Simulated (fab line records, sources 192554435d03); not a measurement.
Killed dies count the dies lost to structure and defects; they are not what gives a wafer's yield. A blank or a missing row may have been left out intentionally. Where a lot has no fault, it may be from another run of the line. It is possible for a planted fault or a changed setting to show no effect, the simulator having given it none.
fab line records ; flow n5_finfet
[record] lots = 7; wafers = 21
route steps=1938 shown BEOL_M13@1673 BEOL_M15@1801
start_h: start of the lot's first displayed wafer, in hours after the record's first day ; wait_h: how many hours have passed since the lot's step before this one ; " same as the row above ; L1.1+2: a row that stands for several wafers ; - no value present, or no start provided ; * or withheld: withheld ; < > ~ a bound
route shown NAME@n: a module of which the file shows steps, and the number in the route of the first ; usual: the fault-free wafers' mean and standard deviation ; same: alike in all rows ; chamber/n: place in a boat ; sites: each site's reading ; _std_site: standard deviation of those values ; _edge_site: inner sites' mean taken away from outer sites' mean ; radius_mm: for every site, how far away it sits from the centre of the wafer ; mask NAME#n: copy n ; behind: tool/chamber where the wafer was last shaped ; hold: why the lot went on hold/how many hours it stayed there/how the hold came to an end ; device: whichever transistor did not switch (one of n, p or np) ; end of line: the tests these same wafers got at the end of their route ; a step without rows: its recipe alone ; killed: not the wafer's yield, but the dies lost to structure and defects at the first sort ; map: a wafer's dies, x killed, . not, _ none there
set.NAME: the setting that was run; set.NAME@STEP: the one run at that earlier step ; model.NAME: the simulator's own value behind a step, which no gauge read
lots whose settings were changed on purpose; a table a step, a row a wafer
[[steps]]
[step N5_BEOL_M13_ETCH_59]
[recipe] chemistry = N2/H2; target = BARC; target_depth_a = 890; overetch_a = 267; time_s = 67.9; ion_energy_ev = 200; pressure_mtorr = 30; source_w = 840; bias_w = 150; n2_flow_sccm = 200; h2_flow_sccm = 200
lot.wafer;tool;chamber;start_h;wait_h;set.time_s;model.coat_of_BEOL_M13_COAT_04.thk_nm
L076.2;rie_diel-01;2;247.59;0.0;67.9;319.6
L076.5;rie_diel-01;3;247.59;0.0;78.87;308.2
L076.6;rie_diel-01;0;247.59;0.0;67.9;317.4
L080.1;rie_diel-05;1;271.22;0.0;67.9;319.4
L080.3;rie_diel-05;2;271.22;0.0;57.58;328
L080.6;rie_diel-05;2;271.22;0.0;57.58;327.6
L079.1;rie_diel-01;1;276.77;0.0;58.84;325.6
L079.2;rie_diel-01;2;276.77;0.0;58.84;327.8
L079.3;rie_diel-01;3;276.77;0.0;67.9;316.2
L083.4;rie_diel-01;3;296.72;0.0;67.9;317.4
L083.5;rie_diel-01;1;296.72;0.0;77;309.2
L083.6;rie_diel-01;0;296.72;0.0;67.9;318.8
L086.2;rie_diel-05;0;310.97;0.0;67.9;318.2
L086.3;rie_diel-05;1;310.97;0.0;67.9;322.4
L086.4;rie_diel-05;2;310.97;0.0;67.9;321.4
L091.1;rie_diel-01;1;340.95;0.0;67.9;320
L091.2;rie_diel-01;3;340.95;0.0;56.04;331.6
L091.3;rie_diel-01;0;340.95;0.0;67.9;319.8
L092.3;rie_diel-02;1;353.16;0.0;67.9;317
L092.4;rie_diel-02;2;353.16;0.0;67.9;316.8
L092.5;rie_diel-02;1;353.16;0.0;67.9;317.2
[step N5_BEOL_M13_COAT_65]
[recipe] resist = SOC; temp_c = 250; time_s = 60; spin_rpm = 1500; resist_thk_nm = 350
lot.wafer;tool;chamber;start_h;wait_h;set.spin_rpm;model.SOC_of_BEOL_M13_COAT_65.thk_nm
L076.2;litho_track-04;0;248.12;0.0;1500;349.6
L076.5;litho_track-04;0;248.12;0.0;1500;347.8
L076.6;litho_track-04;0;248.12;0.0;1500;348.6
L080.1;litho_track-04;0;271.78;0.0;1500;351.2
L080.3;litho_track-04;0;271.78;0.0;1500;350
L080.6;litho_track-04;0;271.78;0.0;1500;349.8
L079.1+2;litho_track-04;0;277.30;0.0;1413;358.2
L079.3;litho_track-04;0;277.30;0.0;1500;347.4
L083.4;litho_track-01;0;297.26;0.0;1500;351
L083.5+6;litho_track-01;0;297.26;0.0;1500;350.2
L086.2;litho_track-01;0;311.54;0.0;1622;336.8
L086.3;litho_track-01;0;311.54;0.0;1622;337.2
L086.4;litho_track-01;0;311.54;0.0;1622;336.6
L091.1;litho_track-04;0;341.48;0.0;1500;349.2
L091.2;litho_track-04;0;341.48;0.0;1377;365.2
L091.3;litho_track-04;0;341.48;0.0;1377;364.6
L092.3;litho_track-04;0;353.69;0.0;1500;349
L092.4;litho_track-04;0;353.69;0.0;1500;349.8
L092.5;litho_track-04;0;353.69;0.0;1500;349.2
[step N5_BEOL_M13_SPUTTER_43]
[recipe] material = TaN; target_thk_a = 150; temp_c = 50; bias_v = 168.6; power_w = 15000; chamber_pressure_pa = 0.12; time_s = 24.19
lot.wafer;tool;chamber;start_h;wait_h;set.time_s;model.TaN_of_BEOL_M13_SPUTTER_43.thk_nm
L076.2+5;pvd_sputter-03;-;252.20;0.0;24.19;14.8
L076.6;pvd_sputter-03;-;252.20;0.0;24.19;15
L080.1;pvd_sputter-01;-;275.61;0.0;22.71;14
L080.3;pvd_sputter-01;-;275.61;0.0;24.19;14.8
L080.6;pvd_sputter-01;-;275.61;0.0;24.19;14.6
L079.1+3;pvd_sputter-01;-;282.61;0.0;24.19;15
L079.2;pvd_sputter-01;-;282.61;0.0;22.26;13.6
L083.4;pvd_sputter-01;-;301.02;0.0;22.6;14
L083.5+6;pvd_sputter-01;-;301.02;0.0;24.19;15
L086.2;pvd_sputter-02;-;317.31;0.0;24.19;15
L086.3;pvd_sputter-02;-;317.31;0.0;24.19;14.8
L086.4;pvd_sputter-02;-;317.31;0.0;21.35;13
L091.1+2;pvd_sputter-01;-;345.08;0.0;21.7;13.4
L091.3;pvd_sputter-01;-;345.08;0.0;24.19;14.8
L092.3;pvd_sputter-01;-;355.89;0.0;24.19;14.8
L092.4+5;pvd_sputter-01;-;355.89;0.0;24.19;14.6
[step N5_BEOL_M13_SPUTTER_44]
[recipe] material = Ta; target_thk_a = 100; temp_c = 50; bias_v = 80; power_w = 15000; chamber_pressure_pa = 0.07; time_s = 16.13
lot.wafer;tool;chamber;start_h;wait_h;set.power_w;model.Ta_of_BEOL_M13_SPUTTER_44.thk_nm
L076.2;pvd_sputter-03;-;252.28;0.0;15000;9.6
L076.5+6;pvd_sputter-03;-;252.28;0.0;13680;9
L080.1+6;pvd_sputter-01;-;275.69;0.0;15000;10.2
L080.3;pvd_sputter-01;-;275.69;0.0;12360;8.4
L079.1+3;pvd_sputter-01;-;282.69;0.0;15000;10
L079.2;pvd_sputter-01;-;282.69;0.0;13850;9.2
L083.4;pvd_sputter-01;-;301.10;0.0;15000;10
L083.5+6;pvd_sputter-01;-;301.10;0.0;13840;9.2
L086.2;pvd_sputter-02;-;317.39;0.0;15000;10
L086.3;pvd_sputter-02;-;317.39;0.0;12990;8.6
L086.4;pvd_sputter-02;-;317.39;0.0;15000;10.2
L091.1;pvd_sputter-01;-;345.16;0.0;15000;10.2
L091.2+3;pvd_sputter-01;-;345.16;0.0;15000;10.4
L092.3+4+5;pvd_sputter-01;-;355.97;0.0;15000;10.2
[step N5_BEOL_M15_PEB_26]
[recipe] peb_temp_c = 130; peb_time_s = 90
lot.wafer;tool;chamber;start_h;wait_h;set.peb_time_s
L076.2+5+6;litho_track-04;0;259.70;0.0;90
L080.1+3+6;litho_track-04;0;286.50;0.1;97.16
L079.1+2+3;litho_track-05;0;291.73;0.1;90
L083.4+6;litho_track-04;0;311.57;0.0;110.1
L083.5;litho_track-04;0;311.57;0.0;90
L086.2;litho_track-05;0;327.31;0.0;102.7
L086.3+4;litho_track-05;0;327.31;0.0;90
L091.1;litho_track-05;0;354.83;0.1;71.23
L091.2+3;litho_track-05;0;354.83;0.1;90
L092.3+4+5;litho_track-04;0;372.97;0.0;90
[step N5_BEOL_M15_DEVELOP_27]
[recipe] develop_time_s = 45; rinse_liquid = diw; dry = air_spin; dev_temp_c = 21
[step N5_BEOL_M15_HARDBAKE_32]
[recipe] temp_c = 130; time_s = 120
[step N5_BEOL_M15_CD_MEAS_28]
[recipe] target_cd_nm = 407.6; landing_energy_ev = 500; detector = se_inlens
[usual] cd_nm = 408.2/2
lot.wafer;tool;chamber;start_h;wait_h;set.peb_time_s@BEOL_M15_PEB_26;cd_nm
L076.2;cd_sem-02;0;259.82;-;90;407.1
L076.5;cd_sem-02;0;259.82;-;90;409.5
L076.6;cd_sem-02;0;259.82;-;90;406.8
L080.1;cd_sem-01;0;286.62;-;97.16;412.6
L080.3;cd_sem-01;0;286.62;-;97.16;413.2
L080.6;cd_sem-01;0;286.62;-;97.16;411.4
L079.1;cd_sem-03;0;291.85;-;90;408.1
L079.2;cd_sem-03;0;291.85;-;90;408.4
L079.3;cd_sem-03;0;291.85;-;90;408.7
L083.4;cd_sem-03;0;311.68;-;110.1;417.4
L083.5;cd_sem-03;0;311.68;-;90;409.8
L083.6;cd_sem-03;0;311.68;-;110.1;414.0
L086.2;cd_sem-02;0;327.43;-;102.7;414.6
L086.3;cd_sem-02;0;327.43;-;90;409.1
L086.4;cd_sem-02;0;327.43;-;90;410.3
L091.1;cd_sem-03;0;354.95;-;71.23;399.2
L091.2;cd_sem-03;0;354.95;-;90;407.2
L091.3;cd_sem-03;0;354.95;-;90;406.8
L092.3;cd_sem-02;0;373.09;-;90;404.6
L092.4;cd_sem-02;0;373.09;-;90;403.1
L092.5;cd_sem-02;0;373.09;-;90;405.8
[step N5_BEOL_M15_DESCUM_33]
[recipe] chemistry = O2; time_s = 7.9; source_power_w = 50; bias_power_w = 20; pressure_mtorr = 20; rf_frequency_hz = 2.712e+07; temp_c = 40; o2_flow_sccm = 225
lot.wafer;tool;chamber;start_h;wait_h;set.peb_time_s@BEOL_M15_PEB_26;model.BEOL_M15.cd_nm
L076.2+6;rie_diel-02;0,2;259.90;0.0;90;407
L076.5;rie_diel-02;3;259.90;0.0;90;409.4
L080.1;rie_diel-05;1;287.00;0.3;97.16;412.6
L080.3;rie_diel-05;3;287.00;0.3;97.16;412.8
L080.6;rie_diel-05;0;287.00;0.3;97.16;411.2
L079.1;rie_diel-01;0;291.94;0.0;90;408.2
L079.2;rie_diel-01;1;291.94;0.0;90;408.4
L079.3;rie_diel-01;2;291.94;0.0;90;408.6
L083.4;rie_diel-05;1;311.98;0.2;110.1;417.2
L083.5;rie_diel-05;1;311.98;0.2;90;409.8
L083.6;rie_diel-05;2;311.98;0.2;110.1;414
L086.2;rie_diel-01;0;327.52;0.0;102.7;414.8
L086.3;rie_diel-01;1;327.52;0.0;90;409
L086.4;rie_diel-01;3;327.52;0.0;90;410.6
L091.1;rie_diel-01;3;355.24;0.2;71.23;399.2
L091.2+3;rie_diel-01;1,2;355.24;0.2;90;406.8
L092.3;rie_diel-05;1;373.18;0.0;90;404.2
L092.4;rie_diel-05;1;373.18;0.0;90;403
L092.5;rie_diel-05;2;373.18;0.0;90;405.8
[step N5_BEOL_M15_TRENCH_ETCH_34]
[recipe] chemistry = C4F8/O2/Ar; target = SiO2; target_depth_a = 8729.3; he_inner_torr = 15; he_outer_torr = 30; time_s = 199; ion_energy_ev = 800; pressure_mtorr = 20; source_w = 1905; bias_w = 2040; Ar_flow_sccm = 400; C4F8_flow_sccm = 16; O2_flow_sccm = 12
lot.wafer;tool;chamber;start_h;wait_h;set.bias_w;set.peb_time_s@BEOL_M15_PEB_26;model.BEOL_M15.cd_nm
L076.2;rie_diel-02;0;259.99;0.0;2040;90;399.2
L076.5;rie_diel-02;3;259.99;0.0;2040;90;401.2
L076.6;rie_diel-02;2;259.99;0.0;1894;90;399
L080.1;rie_diel-05;1;287.09;0.0;2040;97.16;405.4
L080.3;rie_diel-05;3;287.09;0.0;2040;97.16;405.2
L080.6;rie_diel-05;0;287.09;0.0;1922;97.16;404
L079.1;rie_diel-01;0;292.02;0.0;2164;90;402.2
L079.2;rie_diel-01;1;292.02;0.0;2040;90;400.6
L079.3;rie_diel-01;2;292.02;0.0;2164;90;399.6
L083.4;rie_diel-05;1;312.06;0.0;2040;110.1;409.8
L083.5;rie_diel-05;1;312.06;0.0;1795;90;401.8
L083.6;rie_diel-05;2;312.06;0.0;2040;110.1;406.4
L086.2;rie_diel-01;0;327.60;0.0;1841;102.7;408.8
L086.3;rie_diel-01;1;327.60;0.0;2040;90;401.6
L086.4;rie_diel-01;3;327.60;0.0;2040;90;402.6
L091.1;rie_diel-01;3;355.33;0.0;2040;71.23;391.6
L091.2;rie_diel-01;1;355.33;0.0;1888;90;398.6
L091.3;rie_diel-01;2;355.33;0.0;1888;90;398.8
L092.3;rie_diel-05;1;373.26;0.0;2040;90;396
L092.4;rie_diel-05;1;373.26;0.0;2040;90;394.8
L092.5;rie_diel-05;2;373.26;0.0;2040;90;398.2
[step N5_BEOL_M15_CMP_49]
[recipe] stop_on = SiO2; t_overpolish_s = 4.9; down_force_psi = 2; platen_rpm = 80; clearing_platen_down_force_psi = 2; clearing_platen_rpm = 80; post_cmp_clean = cu_alkaline; target_thk_nm = 850; clearing_platen_pad_velocity_m_s = 1.5917; pad_velocity_m_s = 1.5917
[usual] barrier_field_endpoint_s = 11.4/0.31
lot.wafer;tool;chamber;start_h;wait_h;set.down_force_psi;barrier_field_endpoint_s
L076.2;cmp-02;1;262.01;0.2;2;11.1
L076.5;cmp-02;1;262.01;0.2;2;11.3
L076.6;cmp-02;2;262.01;0.2;2;11.1
L080.3;cmp-02;0;289.04;0.2;2;11.2
L080.1;cmp-02;3;289.04;0.2;2;11.1
L080.6;cmp-02;0;289.04;0.2;2;11.4
L079.1;cmp-01;1;295.30;0.3;1.747;13.1
L079.3;cmp-01;2;295.30;0.3;2;11.3
L079.2;cmp-01;3;295.30;0.3;2;11.5
L083.4;cmp-03;1;314.69;0.1;2;10.7
L083.5;cmp-03;1;314.69;0.1;2;11.0
L083.6;cmp-03;2;314.69;0.1;2;11.3
L086.3;cmp-01;2;331.98;0.4;1.556;13.9
L086.2;cmp-01;3;331.98;0.4;2;11.1
L086.4;cmp-01;0;331.98;0.4;2;11.0
L091.1;cmp-02;1;360.51;0.3;2;11.6
L091.2;cmp-02;2;360.51;0.3;1.719;13.0
L091.3;cmp-02;0;360.51;0.3;1.719;13.4
L092.3;cmp-01;0;377.54;0.2;2;11.3
L092.4;cmp-01;2;377.54;0.2;2;11.2
L092.5;cmp-01;0;377.54;0.2;2;11.4
[step N5_BEOL_M15_DEP_53]
[recipe] material = SiCN; target_thk_a = 500; temp_c = withheld; precursor = 3MS/NH3; pressure_torr = 3; rf_w = 675; time_s = 17.8
lot.wafer;tool;chamber;start_h;wait_h;set.time_s;model.SiCN_of_BEOL_M15_DEP_53.thk_nm
L076.2;pecvd-03;0;262.37;0.0;17.8;48.6
L076.5;pecvd-03;0;262.37;0.0;18.59;52.2
L076.6;pecvd-03;2;262.37;0.0;17.8;49.4
L080.1;pecvd-04;1;289.39;0.0;17.8;49.2
L080.3;pecvd-04;0;289.39;0.0;17.8;49
L080.6;pecvd-04;0;289.39;0.0;17.8;49.8
L079.1;pecvd-01;0;295.62;0.0;17.8;49.8
L079.2;pecvd-01;1;295.62;0.0;17.8;50
L079.3;pecvd-01;2;295.62;0.0;17.8;50.2
L083.4;pecvd-04;0;315.06;0.0;17.8;49.4
L083.5;pecvd-04;1;315.06;0.0;17.8;49.2
L083.6;pecvd-04;2;315.06;0.0;17.8;50.4
L086.2;pecvd-04;1;332.30;0.0;17.8;49
L086.3;pecvd-04;2;332.30;0.0;17.8;50
L086.4;pecvd-04;2;332.30;0.0;15.44;43
L091.1;pecvd-04;1;360.87;0.0;19.59;54
L091.2;pecvd-04;2;360.87;0.0;17.8;49.4
L091.3;pecvd-04;0;360.87;0.0;19.59;54.2
L092.3;pecvd-01;1;377.89;0.0;17.8;49.8
L092.4;pecvd-01;2;377.89;0.0;17.8;50.2
L092.5;pecvd-01;1;377.89;0.0;17.8;51.4
[[key]]
[split] step = N5_BEOL_M13_ETCH_59; setting = time_s; stated = 67.9; by = wafer
[response] step = N5_BEOL_M13_ETCH_59; reading = model.coat_of_BEOL_M13_COAT_04.thk_nm; change = -0.656; per = 1%; r = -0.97
[split] step = N5_BEOL_M13_COAT_65; setting = spin_rpm; stated = 1500; by = wafer
[response] step = N5_BEOL_M13_COAT_65; reading = model.SOC_of_BEOL_M13_COAT_65.thk_nm; change = -1.9; per = 1%; r = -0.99
[split] step = N5_BEOL_M13_SPUTTER_43; setting = time_s; stated = 24.19; by = wafer
[response] step = N5_BEOL_M13_SPUTTER_43; reading = model.TaN_of_BEOL_M13_SPUTTER_43.thk_nm; change = +0.151; per = 1%; r = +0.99
[split] step = N5_BEOL_M13_SPUTTER_44; setting = power_w; stated = 15000; by = wafer
[response] step = N5_BEOL_M13_SPUTTER_44; reading = model.Ta_of_BEOL_M13_SPUTTER_44.thk_nm; change = +0.101; per = 1%; r = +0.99
[split] step = N5_BEOL_M15_PEB_26; setting = peb_time_s; stated = 90; by = wafer
[response] step = N5_BEOL_M15_CD_MEAS_28; reading = cd_nm; change = +0.32; per = 1%; r = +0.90
[response] step = N5_BEOL_M15_DESCUM_33; reading = model.BEOL_M15.cd_nm; change = +0.317; per = 1%; r = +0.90
[response] step = N5_BEOL_M15_TRENCH_ETCH_34; reading = model.BEOL_M15.cd_nm; change = +0.338; per = 1%; r = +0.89
[split] step = N5_BEOL_M15_TRENCH_ETCH_34; setting = bias_w; stated = 2040; by = wafer
response none clear
[split] step = N5_BEOL_M15_CMP_49; setting = down_force_psi; stated = 2; by = wafer
[response] step = N5_BEOL_M15_CMP_49; reading = barrier_field_endpoint_s; change = -0.126; per = 1%; r = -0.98
[split] step = N5_BEOL_M15_DEP_53; setting = time_s; stated = 17.8; by = wafer
[response] step = N5_BEOL_M15_DEP_53; reading = model.SiCN_of_BEOL_M15_DEP_53.thk_nm; change = +0.498; per = 1%; r = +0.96
